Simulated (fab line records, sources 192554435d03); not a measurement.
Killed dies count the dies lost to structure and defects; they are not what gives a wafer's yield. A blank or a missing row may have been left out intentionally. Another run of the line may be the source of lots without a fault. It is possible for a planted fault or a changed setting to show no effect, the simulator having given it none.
The tool behind it: which one?	flow n5-finfet	10 lots, 30 wafers sampled, at 5 steps of a route of 1938

== WHAT THE GAUGES READ, wafer by wafer ==
N5_BEOL_M4_RC_MEAS_101. Usual: DIBL_N 36.3 mV/V, standard deviation 1.7; DIBL_P 36.5 mV/V, standard deviation 1.8; IOFF_N 0.16 nA/um, standard deviation 0.033; IOFF_P 0.21 nA/um, standard deviation 0.037; ION_N 675 uA/um, standard deviation 11; ION_P 462 uA/um, standard deviation 7.9; SS_N 71.6 mV/dec, standard deviation 0.64; SS_P 73.3 mV/dec, standard deviation 0.68; VT_N 249 mV, standard deviation 3.3; VT_P -250 mV, standard deviation 3.3.
lot	measured	on	DIBL_N (mV/V)	DIBL_P (mV/V)	IOFF_N (nA/um)	IOFF_P (nA/um)	ION_N (uA/um)	ION_P (uA/um)	SS_N (mV/dec)	SS_P (mV/dec)	VT_N (mV)	VT_P (mV)	flag
L482	day 7 15:28	prober-01	35.4 35.3 34.9	36.0 36.6 36.1	0.14 0.15 0.15	0.19 0.20 0.19	666 684 678	457 469 466	71.4 71.6 71.6	73.2 73.9 73.7	253 249 253	-255 -252 -252	
L483	day 8 11:33	prober-02	33.6 36.4 35.8	34.1 37.0 36.4	0.14 0.18 0.17	0.21 0.25 0.24	673 679 676	467 468 467	71.1 72.3 71.8	73.2 73.4 73.1	248 250 249	-248 -249 -246	
L487	day 8 14:51	prober-02	37.3 33.8 35.5	37.5 33.5 36.1	0.18 0.12 0.15	0.23 0.17 0.21	680 677 683	470 471 476	71.2 70.7 72.1	72.8 71.7 72.8	247 255 250	-250 -253 -250	
L489	day 9 06:10	prober-02	33.1 34.9 33.9	32.8 33.6 33.6	0.11 0.12 0.11	0.17 0.18 0.18	665 656 668	462 455 461	70.6 70.5 70.7	72.3 71.4 71.8	255 253 255	-253 -250 -251	
L490	day 9 15:35	prober-02	37.4 35.1 32.3	38.4 34.8 33.3	0.18 0.14 0.11	0.24 0.18 0.16	660 658 657	460 445 457	72.2 71.9 70.5	73.5 72.8 72.1	251 254 255	-247 -251 -254	
L496	day 11 13:41	prober-01	35.8 39.6 36.3	36.1 39.5 36.7	0.17 0.23 0.17	0.27 0.32 0.27	673 683 690	471 470 478	71.4 71.9 71.5	73.0 73.3 72.8	247 245 247	-244 -241 -243	
L498	day 11 18:43	prober-02	38.3 37.4 39.3	38.1 36.6 38.4	0.17 0.15 0.17	0.20 0.19 0.20	681 660 661	455 457 450	72.2 72.0 73.0	74.4 73.6 73.8	250 252 251	-254 -255 -253	
L499	day 12 00:10	prober-02	37.3 35.6 35.4	35.4 34.2 34.3	0.16 0.15 0.14	0.22 0.22 0.21	675 703 677	466 481 469	71.4 71.4 71.2	72.8 72.5 72.8	247 246 249	-246 -244 -245	
L503	day 13 03:38	prober-02	40.0 38.2 37.6	40.9 38.7 37.9	0.28 0.23 0.21	0.27 0.24 0.22	717 695 687	475 461 459	72.9 73.1 71.7	74.6 74.5 73.4	241 242 245	-250 -249 -251	
L505	day 13 10:06	prober-01	33.2 36.3 36.8	33.6 37.7 38.6	0.12 0.18 0.19	0.16 0.21 0.22	669 678 677	452 461 458	71.2 71.9 72.1	72.4 74.4 74.3	252 248 246	-256 -250 -253	

== WHICH TOOL RAN EACH LOT (tool, then ch and the chambers of the sampled wafers, then the start) ==
lot	N5_BEOL_M2_ANNEAL_93	N5_BEOL_M3_STRIP_66	N5_BEOL_M3_EXPOSE_25	N5_BEOL_M3_ALD_98
L482	pvd-sputter-02, day 6 21:20	rie-diel-04 ch 1,3, day 6 23:56	euv-scanner-01 ch 0, day 7 00:20	ald-sin-04 ch 0,1,2, day 7 00:45
L483	pvd-sputter-02, day 7 09:49	rie-diel-02 ch 0,1, day 7 12:23	euv-scanner-01 ch 0, day 7 12:49	ald-sin-04 ch 1,2,3, day 7 13:42
L487	pvd-sputter-02, day 7 19:28	rie-diel-05 ch 1,2,3, day 7 23:40	euv-scanner-01 ch 0, day 8 00:20	ald-sin-01 ch 1,2, day 8 00:44
L489	pvd-sputter-01, day 8 08:13	rie-diel-02 ch 0,1,2, day 8 11:12	euv-scanner-02 ch 0, day 8 11:44	ald-sin-04 ch 0,3, day 8 12:39
L490	pvd-sputter-01, day 8 17:55	rie-diel-02 ch 0,1, day 8 21:58	euv-scanner-01 ch 0, day 8 22:41	ald-sin-03 ch 1,3, day 8 23:23
L496	pvd-sputter-03, day 10 12:55	rie-diel-02 ch 0,1,3, day 10 17:19	euv-scanner-02 ch 0, day 10 17:43	ald-sin-01 ch 0,1, day 10 18:19
L498	pvd-sputter-01, day 10 20:59	rie-diel-04 ch 1,2,3, day 11 00:47	euv-scanner-02 ch 0, day 11 01:19	ald-sin-04 ch 0,1, day 11 01:43
L499	pvd-sputter-01, day 11 06:04	rie-diel-05 ch 1,3, day 11 08:49	euv-scanner-02 ch 0, day 11 09:13	ald-sin-01 ch 0,3, day 11 09:40
L503	pvd-sputter-02, day 11 21:56	rie-diel-05 ch 1,2, day 12 02:01	euv-scanner-02 ch 0, day 12 02:32	ald-sin-04 ch 0,1,3, day 12 03:20
L505	pvd-sputter-03, day 12 11:52	rie-diel-05 ch 0,2,3, day 12 15:30	euv-scanner-02 ch 0, day 12 16:03	ald-sin-01 ch 0,1, day 12 16:31
- N5_BEOL_M2_ANNEAL_93: time 240 s.
- N5_BEOL_M3_STRIP_66: strips in CF4.
- N5_BEOL_M3_EXPOSE_25: exposes mask V2, defocus 5 nm.
- N5_BEOL_M3_ALD_98: deposits SiO2, target thk 2.5 nm, pulse time 1 s, co reactant pulse time 1 s.

== AS READ BY THE TOOLS THEMSELVES (means over the sampled wafers that have a number; for cases with no such wafer, the mark the record gives instead) ==
N5_BEOL_M2_ANNEAL_93. Usual: heater-power-w 878 W, standard deviation 110; susceptor-temp-C 399.99 C, standard deviation 0.24.
lot	tool	heater-power-w (W)	susceptor-temp-C (C)	flag
L482	pvd-sputter-02	891	399.97	
L483	pvd-sputter-02	885	399.71	
L487	pvd-sputter-02	952	400.00	
L489	pvd-sputter-01	713	400.15	
L490	pvd-sputter-01	833	400.05	
L496	pvd-sputter-03	855	399.93	
L498	pvd-sputter-01	841	399.82	
L499	pvd-sputter-01	848	400.06	
L503	pvd-sputter-02	874	400.16	
L505	pvd-sputter-03	824	399.75	

N5_BEOL_M3_STRIP_66. Usual: bias-power-w 75.03 W, standard deviation 0.2; drypump-motor-current-A 5.9 A, standard deviation 0.39; oes-product-au 0.74 a.u., standard deviation 0.061; rf-vpp-V 271.2 V, standard deviation 1.3; showerhead-plenum-p-Torr 1.79 Torr, standard deviation 0.051; throttle-valve-pct 13.69 %, standard deviation 0.19.
lot	tool	bias-power-w (W)	drypump-motor-current-A (A)	oes-product-au (a.u.)	rf-vpp-V (V)	showerhead-plenum-p-Torr (Torr)	throttle-valve-pct (%)	flag
L482	rie-diel-04	74.97	5.2	0.82	271.4	1.81	13.45	
L483	rie-diel-02	75.22	5.9	0.75	270.7	1.76	13.80	
L487	rie-diel-05	74.96	5.9	0.73	272.0	1.83	13.61	
L489	rie-diel-02	75.17	6.1	0.73	271.8	1.79	13.80	
L490	rie-diel-02	75.06	5.9	0.75	268.6	1.74	13.83	
L496	rie-diel-02	74.93	5.9	0.72	270.8	1.75	13.75	
L498	rie-diel-04	74.99	5.6	0.83	271.8	1.78	13.42	
L499	rie-diel-05	75.06	6.2	0.70	271.3	1.82	13.74	
L503	rie-diel-05	75.13	6.0	0.68	271.6	1.85	13.71	
L505	rie-diel-05	75.07	5.8	0.74	270.8	1.81	13.71	

N5_BEOL_M3_EXPOSE_25. Usual: exposure-dose-mJ-cm2 62.91, standard deviation 0.063.
lot	tool	exposure-dose-mJ-cm2	flag
L482	euv-scanner-01	62.87	
L483	euv-scanner-01	62.84	
L487	euv-scanner-01	60.93	OFF
L489	euv-scanner-02	62.92	
L490	euv-scanner-01	61.26	OFF
L496	euv-scanner-02	62.99	
L498	euv-scanner-02	62.85	
L499	euv-scanner-02	62.96	
L503	euv-scanner-02	62.90	
L505	euv-scanner-02	62.87	

N5_BEOL_M3_ALD_98. Usual: heater-power-outer-w 44 W, standard deviation 6; heater-power-w 81 W, standard deviation 10; precursor-pulse-height-rel 1.000, standard deviation 0.019; susceptor-temp-C 100.00 C, standard deviation 0.12.
lot	tool	heater-power-outer-w (W)	heater-power-w (W)	precursor-pulse-height-rel	susceptor-temp-C (C)	flag
L482	ald-sin-04	43	77	1.001	99.96	
L483	ald-sin-04	49	86	1.017	100.11	
L487	ald-sin-01	51	87	0.996	100.01	
L489	ald-sin-04	46	90	0.982	100.02	
L490	ald-sin-03	42	79	1.017	99.92	
L496	ald-sin-01	40	74	0.995	99.92	
L498	ald-sin-04	41	72	1.013	100.02	
L499	ald-sin-01	38	74	0.997	100.03	
L503	ald-sin-04	44	80	1.005	100.03	
L505	ald-sin-01	42	77	0.998	100.02	

== THE ANSWER, worked out from the rows above alone ==
Rule: lot off if the mean of its wafers having a number is beyond 3 standard deviations from the usual mean. Also off: a lot with no number at a reading for which 4 or more lots have one. Any other lot the step has rows for is counted as sound. After the gauges, taken in route order, come the tools' own readings; for these a lot's mean is taken, as printed above. The first step at which some lot is off is used, and at that step the reading that is off furthest; a lot without a number counts as furthest.
Off, at N5_BEOL_M3_EXPOSE_25 on exposure-dose-mJ-cm2: L487, L490.
A tool fits if, at that step or a process step before it, it ran every lot that is off, and no sound lot after the first of them. One fits: N5_BEOL_M3_EXPOSE_25 on euv-scanner-01. Its last sound lot is L483 (day 7 12:49), its first lot that is off L487 (day 8 00:20): a fault that began between those two fits.
The tool's own readings at N5_BEOL_M3_EXPOSE_25 bear it out: on the lots that are off they differ by more than 5 times the standard deviation of the sound lots' means. exposure-dose-mJ-cm2 reads 61.09 there against 62.90 on the sound lots.

== WHAT WAS PUT IN BY THE SIMULATOR ==
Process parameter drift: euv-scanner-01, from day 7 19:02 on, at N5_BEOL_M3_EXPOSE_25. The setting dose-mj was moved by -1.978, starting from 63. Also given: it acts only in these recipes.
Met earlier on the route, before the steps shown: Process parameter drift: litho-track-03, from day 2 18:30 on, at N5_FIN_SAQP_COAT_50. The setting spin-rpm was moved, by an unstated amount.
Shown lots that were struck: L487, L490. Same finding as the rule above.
